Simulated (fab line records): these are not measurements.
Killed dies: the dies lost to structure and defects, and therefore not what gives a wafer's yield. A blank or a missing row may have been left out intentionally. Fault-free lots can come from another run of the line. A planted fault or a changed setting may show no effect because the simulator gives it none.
Chamber matching    flow n5 finfet    4 sister chambers for N5_SD_EPI_P_ETCH_36 on rie diel-06
The step etches SiARC in CF4, target depth 45.5 nm, time 75.8 s. 4 wafers are shown with their chamber, then 10 later ones without.

## EACH WAFER AND ITS CHAMBER
wafer   chamber  drypump motor current A (A)
L091.1  1        5.6
L092.2  0        5.6
L093.1  2        4.8
L093.4  3        6.1

## WAFERS MISSING THEIR CHAMBER
wafer   drypump motor current A (A)
L093.5  6.1
L094.1  6.2
L094.5  5.6
L094.6  5.6
L095.1  6.2
L095.2  5.5
L095.4  5.6
L097.1  5.6
L097.3  4.8
L097.5  5.6

## WHICH CHAMBER EACH ONE RAN IN
wafer   from the rows above      in truth
L093.5  3                        3
L094.1  3                        3
L094.5  can't be placed: 0 or 1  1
L094.6  can't be placed: 0 or 1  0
L095.1  3                        3
L095.2  can't be placed: 0 or 1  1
L095.4  can't be placed: 0 or 1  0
L097.1  can't be placed: 0 or 1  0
L097.3  2                        2
L097.5  can't be placed: 0 or 1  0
Placed correctly: 4 of 10. These rows do not allow placing 6 (true chamber among the candidates in 6). Placed wrongly: 0.
How it was worked out, from the rows above alone: a wafer's distance from a chamber is the root of the sum, over the readings, of the square of ((its reading less the chamber's mean) divided by the reading's scatter). If the next closest chamber is less than 2 further off than the closest, the wafer can't be placed; otherwise it belongs to the closest. Each chamber's mean is taken over the wafers shown for it. The scatter: with one shown wafer a chamber, the root of the mean of the squares of how far each hidden wafer lies from its nearest shown one.
